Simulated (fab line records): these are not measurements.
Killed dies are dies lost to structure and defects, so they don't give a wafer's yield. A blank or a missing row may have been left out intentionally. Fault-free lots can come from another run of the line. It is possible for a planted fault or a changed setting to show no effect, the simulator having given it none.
Split-lot trial || flow n5Finfet || 7 lots, 39 wafers read, on a route of 1938 steps

## SPLIT DETAILS
At N5_BEOL_M10_PECVD_70 (deposits SiO2 from TEOS/O2, target thk 20 nm, time 22.7 s), the setting timeS was moved away from the recipe's 22.7 s on 12 of the 39 wafers read, by -39.8% to +40.5%. This setting was run at the recipe's value on the other wafers.

## FROM THE SPLIT TO THE READING: what the file shows between them, 8 steps
- N5_BEOL_M10_HM_DEP_02: deposits TiN, target thk 20 nm
- N5_BEOL_M10_COAT_59: time 60 s, resist thk 100 nm
- N5_BEOL_M10_STRIP_77: strips in N2/H2, time 10 s
- N5_BEOL_M10_HM_STRIP_39: strips TiN in peroxide tin strip, target depth 25 nm, time 158 s
- N5_BEOL_M10_SRD_40: time 30 s
- N5_BEOL_M10_PRECLEAN_42: cleans in residue remover, time 60 s
- N5_BEOL_M10_ECD_50: material Cu, target thk 318 nm
- N5_BEOL_M10_ANNEAL_51: time 90 s

## THE READING
barrierFieldEndpointS, in s, at N5_BEOL_M10_CMP_52 (polishes, stops on SiCOH lowk, t overpolish 7 s, target thk 140 nm). On this fab line, fault-free wafers typically give 28.7 s with a standard deviation of 0.73 s.

{"wafer": "L084.3", "tool, chamber at the split": "pecvd-04, 1,1,2", "timeS as run, s": 19.18, "against the recipe": "-15.5%", "barrierFieldEndpointS, s": 25.8, "against lot-mates on the recipe": -3.7}
{"wafer": "L084.2", "tool, chamber at the split": "pecvd-04, 2", "timeS as run, s": 22.7, "against the recipe": "recipe", "barrierFieldEndpointS, s": 29.4, "against lot-mates on the recipe": "-"}
{"wafer": "L084.1", "tool, chamber at the split": "pecvd-04, 0", "timeS as run, s": 22.7, "against the recipe": "recipe", "barrierFieldEndpointS, s": 29.9, "against lot-mates on the recipe": "-"}
{"wafer": "L084.4", "tool, chamber at the split": "pecvd-04, 1,1,2", "timeS as run, s": 19.18, "against the recipe": "-15.5%", "barrierFieldEndpointS, s": 24.1, "against lot-mates on the recipe": -5.4}
{"wafer": "L084.5", "tool, chamber at the split": "pecvd-04, 0", "timeS as run, s": 22.7, "against the recipe": "recipe", "barrierFieldEndpointS, s": 29.1, "against lot-mates on the recipe": "-"}
{"wafer": "L084.6", "tool, chamber at the split": "pecvd-04, 1,1,2", "timeS as run, s": 19.18, "against the recipe": "-15.5%", "barrierFieldEndpointS, s": 26.0, "against lot-mates on the recipe": -3.5}
{"wafer": "L085.4", "tool, chamber at the split": "pecvd-01, 0,2", "timeS as run, s": 13.66, "against the recipe": "-39.8%", "barrierFieldEndpointS, s": 19.2, "against lot-mates on the recipe": -8.7}
{"wafer": "L085.2", "tool, chamber at the split": "pecvd-01, 2", "timeS as run, s": 13.66, "against the recipe": "-39.8%", "barrierFieldEndpointS, s": 19.4, "against lot-mates on the recipe": -8.5}
{"wafer": "L085.3", "tool, chamber at the split": "pecvd-01, 1", "timeS as run, s": 22.7, "against the recipe": "recipe", "barrierFieldEndpointS, s": 28.5, "against lot-mates on the recipe": "-"}
{"wafer": "L085.1", "tool, chamber at the split": "pecvd-01, 0,1", "timeS as run, s": 22.7, "against the recipe": "recipe", "barrierFieldEndpointS, s": 26.8, "against lot-mates on the recipe": "-"}
{"wafer": "L085.5", "tool, chamber at the split": "pecvd-01, 0,2", "timeS as run, s": 13.66, "against the recipe": "-39.8%", "barrierFieldEndpointS, s": 19.6, "against lot-mates on the recipe": -8.3}
{"wafer": "L085.6", "tool, chamber at the split": "pecvd-01, 0,1", "timeS as run, s": 22.7, "against the recipe": "recipe", "barrierFieldEndpointS, s": 28.4, "against lot-mates on the recipe": "-"}
{"wafer": "L089.4", "tool, chamber at the split": "pecvd-04, 2", "timeS as run, s": 22.7, "against the recipe": "recipe", "barrierFieldEndpointS, s": 29.7, "against lot-mates on the recipe": "-"}
{"wafer": "L089.3", "tool, chamber at the split": "pecvd-04, 0", "timeS as run, s": 22.7, "against the recipe": "recipe", "barrierFieldEndpointS, s": 27.9, "against lot-mates on the recipe": "-"}
{"wafer": "L089.5", "tool, chamber at the split": "pecvd-04, 0", "timeS as run, s": 22.7, "against the recipe": "recipe", "barrierFieldEndpointS, s": 28.9, "against lot-mates on the recipe": "-"}
{"wafer": "L088.4", "tool, chamber at the split": "pecvd-03, 2", "timeS as run, s": 31.9, "against the recipe": "+40.5%", "barrierFieldEndpointS, s": 37.6, "against lot-mates on the recipe": "+9.0"}
{"wafer": "L088.1", "tool, chamber at the split": "pecvd-03, 1,0", "timeS as run, s": 22.7, "against the recipe": "recipe", "barrierFieldEndpointS, s": 28.3, "against lot-mates on the recipe": "-"}
{"wafer": "L088.3", "tool, chamber at the split": "pecvd-03, 2", "timeS as run, s": 31.9, "against the recipe": "+40.5%", "barrierFieldEndpointS, s": 39.0, "against lot-mates on the recipe": "+10.4"}
{"wafer": "L088.2", "tool, chamber at the split": "pecvd-03, 1,0", "timeS as run, s": 22.7, "against the recipe": "recipe", "barrierFieldEndpointS, s": 29.0, "against lot-mates on the recipe": "-"}
{"wafer": "L088.6", "tool, chamber at the split": "pecvd-03, 1", "timeS as run, s": 22.7, "against the recipe": "recipe", "barrierFieldEndpointS, s": 28.4, "against lot-mates on the recipe": "-"}
{"wafer": "L088.5", "tool, chamber at the split": "pecvd-03, 0", "timeS as run, s": 31.9, "against the recipe": "+40.5%", "barrierFieldEndpointS, s": 38.5, "against lot-mates on the recipe": "+9.9"}
{"wafer": "L091.4", "tool, chamber at the split": "pecvd-04, 2,0,1", "timeS as run, s": 22.7, "against the recipe": "recipe", "barrierFieldEndpointS, s": 29.3, "against lot-mates on the recipe": "-"}
{"wafer": "L091.1", "tool, chamber at the split": "pecvd-04, 0,2", "timeS as run, s": 22.7, "against the recipe": "recipe", "barrierFieldEndpointS, s": 28.6, "against lot-mates on the recipe": "-"}
{"wafer": "L091.3", "tool, chamber at the split": "pecvd-04, 1", "timeS as run, s": 22.7, "against the recipe": "recipe", "barrierFieldEndpointS, s": 28.7, "against lot-mates on the recipe": "-"}
{"wafer": "L091.2", "tool, chamber at the split": "pecvd-04, 0,2", "timeS as run, s": 22.7, "against the recipe": "recipe", "barrierFieldEndpointS, s": 28.0, "against lot-mates on the recipe": "-"}
{"wafer": "L091.6", "tool, chamber at the split": "pecvd-04, 2,0,1", "timeS as run, s": 22.7, "against the recipe": "recipe", "barrierFieldEndpointS, s": 28.7, "against lot-mates on the recipe": "-"}
{"wafer": "L091.5", "tool, chamber at the split": "pecvd-04, 2,0,1", "timeS as run, s": 22.7, "against the recipe": "recipe", "barrierFieldEndpointS, s": 28.6, "against lot-mates on the recipe": "-"}
{"wafer": "L092.1", "tool, chamber at the split": "pecvd-03, 1,2", "timeS as run, s": 17.18, "against the recipe": "-24.3%", "barrierFieldEndpointS, s": 22.4, "against lot-mates on the recipe": -6.1}
{"wafer": "L092.3", "tool, chamber at the split": "pecvd-03, 0", "timeS as run, s": 22.7, "against the recipe": "recipe", "barrierFieldEndpointS, s": 27.9, "against lot-mates on the recipe": "-"}
{"wafer": "L092.4", "tool, chamber at the split": "pecvd-03, 2", "timeS as run, s": 22.7, "against the recipe": "recipe", "barrierFieldEndpointS, s": 28.5, "against lot-mates on the recipe": "-"}
{"wafer": "L092.2", "tool, chamber at the split": "pecvd-03, 1,2", "timeS as run, s": 17.18, "against the recipe": "-24.3%", "barrierFieldEndpointS, s": 23.0, "against lot-mates on the recipe": -5.5}
{"wafer": "L092.6", "tool, chamber at the split": "pecvd-03, 1", "timeS as run, s": 22.7, "against the recipe": "recipe", "barrierFieldEndpointS, s": 29.2, "against lot-mates on the recipe": "-"}
{"wafer": "L092.5", "tool, chamber at the split": "pecvd-03, 0", "timeS as run, s": 17.18, "against the recipe": "-24.3%", "barrierFieldEndpointS, s": 22.4, "against lot-mates on the recipe": -6.1}
{"wafer": "L094.1", "tool, chamber at the split": "pecvd-04, 2", "timeS as run, s": 22.7, "against the recipe": "recipe", "barrierFieldEndpointS, s": 28.2, "against lot-mates on the recipe": "-"}
{"wafer": "L094.3", "tool, chamber at the split": "pecvd-04, 2", "timeS as run, s": 22.7, "against the recipe": "recipe", "barrierFieldEndpointS, s": 29.6, "against lot-mates on the recipe": "-"}
{"wafer": "L094.4", "tool, chamber at the split": "pecvd-04, 0", "timeS as run, s": 22.7, "against the recipe": "recipe", "barrierFieldEndpointS, s": 29.3, "against lot-mates on the recipe": "-"}
{"wafer": "L094.2", "tool, chamber at the split": "pecvd-04, 0", "timeS as run, s": 22.7, "against the recipe": "recipe", "barrierFieldEndpointS, s": 30.2, "against lot-mates on the recipe": "-"}
{"wafer": "L094.6", "tool, chamber at the split": "pecvd-04, 2", "timeS as run, s": 22.7, "against the recipe": "recipe", "barrierFieldEndpointS, s": 28.1, "against lot-mates on the recipe": "-"}
{"wafer": "L094.5", "tool, chamber at the split": "pecvd-04, 0", "timeS as run, s": 22.7, "against the recipe": "recipe", "barrierFieldEndpointS, s": 29.6, "against lot-mates on the recipe": "-"}
When a row names more than one chamber, that row covers several wafers, and the file does not tell which wafer ran in which chamber.

FIT RESULTS
A straight line over all 39 wafers: barrierFieldEndpointS changes by +0.238 s for each +1% of timeS; r = +0.99; the points scatter about the line by 0.71 s.
The same after taking each lot's own level away (the mean of its wafers on the recipe; 39 wafers): +0.233 s for each +1%; r = +0.99; scatter 0.66 s.
On that fit, the largest move of timeS shifts the reading by 9.4 s.
Measured against the standard deviation above, the lots' own levels, which go from 27.90 to 29.47 s, span 2.1 times it.
Consequently the slope shifts little with the lot-to-lot level, the two slopes agreeing.
Check: for one of the wafers moved furthest among these (+40.5%), held out of the fit, the line's prediction against its lot-mates is +9.56 s. Against them it came out at +9.03 s.

## THE WHOLE CHAIN: every reading that the file lists as answering this split, in the file's order
{"step": "N5_BEOL_M10_PECVD_70", "what it does": "deposits SiO2 from TEOS/O2, target thk 20 nm, time 22.7 s", "reading": "SiO2_of_BEOL_M10_PECVD_70.thkNm (the simulator's own value, which no gauge read)", "change (the file's fit)": "+0.195 nm for each +1% of the setting", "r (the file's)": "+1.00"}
{"step": "N5_BEOL_M10_HM_STRIP_39", "what it does": "strips TiN in peroxide tin strip, target depth 25 nm, time 158 s", "reading": "SiO2_of_BEOL_M10_PECVD_70.thkNm (the simulator's own value, which no gauge read)", "change (the file's fit)": "+0.194 nm for each +1% of the setting", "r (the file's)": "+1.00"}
{"step": "N5_BEOL_M10_CMP_52", "what it does": "polishes, stops on SiCOH lowk, t overpolish 7 s, target thk 140 nm", "reading": "barrierFieldEndpointS", "change (the file's fit)": "+0.232 s for each +1% of the setting", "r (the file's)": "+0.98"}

## FILE'S OWN FIT
barrierFieldEndpointS changes by +0.232 s for each +1% of timeS, r = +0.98.
